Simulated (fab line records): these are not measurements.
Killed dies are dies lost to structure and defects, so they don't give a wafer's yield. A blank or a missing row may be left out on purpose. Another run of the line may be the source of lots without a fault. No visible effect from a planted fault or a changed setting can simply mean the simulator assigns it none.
Struck lot and sound lot, side by side    flow n5Finfet    14 out of 1938 route steps
Sound: the wafers L613.1, L613.3, L613.4. Struck: wafers L620.1, L620.3, L620.6. Last of all comes the cause.
Order at every step that has rows: each side's tool, ch and its chambers, its first start. Under that, the readings that differ: sound wafers    struck wafers    difference of the means    sigmas: that difference in standard deviations of wafers without a fault.
alike: readings whose means differ by less than 2 such deviations, and words and numbers that are the same on both sides. not compared: withheld readings, readings that some wafer has no value for, bounds like >300 that may hide the same value, and numbers for which the record gives no deviation and whose values overlap.
A row with sigmas, a row that says differs or no value, or rows on one side alone: a step with any of these is where the two part. When numbers do not overlap yet have no deviation, they are printed without sigmas and do not part them. A reading that every wafer of one side lacks parts them only if that side has two wafers or more.

first, 7 steps without rows for these wafers: N5_BEOL_M12_COAT_22 (resist thk 300 nm); N5_BEOL_M12_EBR_24; N5_BEOL_M12_SOFTBAKE_23 (time 60 s); N5_BEOL_M12_EXPOSE_25 (exposes mask M12); N5_BEOL_M12_PEB_26 (peb time 90 s); N5_BEOL_M12_DEVELOP_27 (develop time 45 s); N5_BEOL_M12_HARDBAKE_32 (time 120 s).
N5_BEOL_M12_CD_MEAS_28 targets a cd of 160.2 nm.
  sound on cdSem-01 ch 0, day 10 23:15; struck on cdSem-03 ch 0, day 13 06:37
  alike: cdNm
N5_BEOL_M12_OVL_MEAS_29:
  sound on overlay-01 ch 0, day 10 23:17; struck on overlay-01 ch 0, day 13 06:38
  alike: M12_OVL
N5_BEOL_M12_INSPECT_30: inspects for defects (macro).
  sound: defectInspect-01 at day 10 23:19; struck: defectInspect-02 at day 13 06:40
  alike: rawDefectCount
N5_BEOL_M12_DESCUM_33: chemistry O2, time 7.9 s.
  sound on rieDiel-04 ch 1,2,3, day 10 23:20; struck on rieDiel-04 ch 1,2, day 13 07:08
  alike: drypumpMotorCurrentA, o2FlowSccm, oesProductAu, rfVppV, showerheadPlenumPTorr, throttleValvePct
  not compared: rfHoursCounterH
N5_BEOL_M12_ETCH_67: etches SiARC in CF4, target depth 143 nm, time 238.3 s.
  sound on rieDiel-04 ch 1,2,3, day 10 23:23; struck on rieDiel-04 ch 1,2, day 13 07:10
  alike: biasW, drypumpMotorCurrentA, etchRfOnTimeS, oesProductAu, rfVppV, showerheadPlenumPTorr, throttleValvePct
  not compared: rfHoursCounterH
N5_BEOL_M12_ETCH_68: etches SOC in N2/H2, time 285 s.
  sound on rieDiel-04 ch 1,2,3, day 10 23:31; struck on rieDiel-04 ch 1,2, day 13 07:19
reading                                     sound              struck             difference                     sigmas
biasW (W)                                   351.1 351.1 349.2  - - -              no value on the struck wafers  
runLengthS (s)                              308.3 308.7 308.7  254.0 253.4 253.4  -55.0                          -99 or more
model.SiARC_of_BEOL_M12_COAT_66.thkNm (nm)  85.4 85.8 86.4     91 91 90.8         +5                             
  alike: drypumpMotorCurrentA, oesProductAu, rfVppV, showerheadPlenumPTorr, throttleValvePct
  not compared: rfHoursCounterH
then, 1 step without rows for these wafers: N5_BEOL_M12_STRIP_69 (strips in N2/H2).

## WHERE THEY PART
Within this record, at N5_BEOL_M12_ETCH_68 only.

WHY: what the simulator had put in
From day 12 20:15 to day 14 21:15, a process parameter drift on rieDiel-04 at N5_BEOL_M12_ETCH_68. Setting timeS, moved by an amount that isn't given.
